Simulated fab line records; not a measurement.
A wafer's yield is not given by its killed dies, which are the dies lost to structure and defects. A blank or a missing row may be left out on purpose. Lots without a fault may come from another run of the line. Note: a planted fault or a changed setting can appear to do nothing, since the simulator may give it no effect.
Which tool was responsible? || flow n5-finfet || 33 wafers sampled from 11 lots at 1 step of a route of 1938

WHAT THE GAUGES READ, wafer by wafer
N5_BEOL_M9_OVL_MEAS_29.
{"lot": "L075", "measured": "day 10 10:07", "on": "overlay-02", "V8_OVL (nm)": "0.3 0.7 0.6"}
{"lot": "L078", "measured": "day 10 13:18", "on": "overlay-01", "V8_OVL (nm)": "1.1 0.8 1.1"}
{"lot": "L079", "measured": "day 11 09:04", "on": "overlay-01", "V8_OVL (nm)": "0.5 0.9 0.8"}
{"lot": "L081", "measured": "day 11 13:25", "on": "overlay-02", "V8_OVL (nm)": "0.8 0.8 0.7"}
{"lot": "L084", "measured": "day 12 07:38", "on": "overlay-01", "V8_OVL (nm)": "0.2 0.7 0.6"}
{"lot": "L085", "measured": "day 13 03:13", "on": "overlay-01", "V8_OVL (nm)": "1.6 2.0 0.7"}
{"lot": "L087", "measured": "day 13 15:43", "on": "overlay-01", "V8_OVL (nm)": "0.9 0.5 0.5"}
{"lot": "L089", "measured": "day 13 18:06", "on": "overlay-01", "V8_OVL (nm)": "-0.2 0.2 0.7"}
{"lot": "L092", "measured": "day 14 01:09", "on": "overlay-01", "V8_OVL (nm)": "0.0 0.0 0.9"}
{"lot": "L093", "measured": "day 14 19:26", "on": "overlay-02", "V8_OVL (nm)": "0.8 0.3 0.5"}
{"lot": "L097", "measured": "day 15 12:31", "on": "overlay-01", "V8_OVL (nm)": "0.1 0.7 -0.7"}

WHAT TOOL EACH LOT RAN ON (gives the tool, then ch and the chambers of the sampled wafers, and finally the start)
Record: no process step prior to these readings.

THE ANSWER, worked out from the rows above alone
Rule: the usual values come from the lots themselves. Put in order of their means at a reading, lots are off if they are a third of the lots or fewer, leave a main group of 4 or more, and stand apart from it by a gap of 3 or more times the standard deviation of the main group's means; of several such gaps the widest counts. If all means in a main group match to the digits the tables above print for the reading, that group is not used. Also off: a lot with no number at a reading for which 4 or more lots have one. Any other lot the step has rows for is counted as sound.
No lot is off at any reading shown: from this, nothing can be told.

WHAT WAS PUT IN BY THE SIMULATOR
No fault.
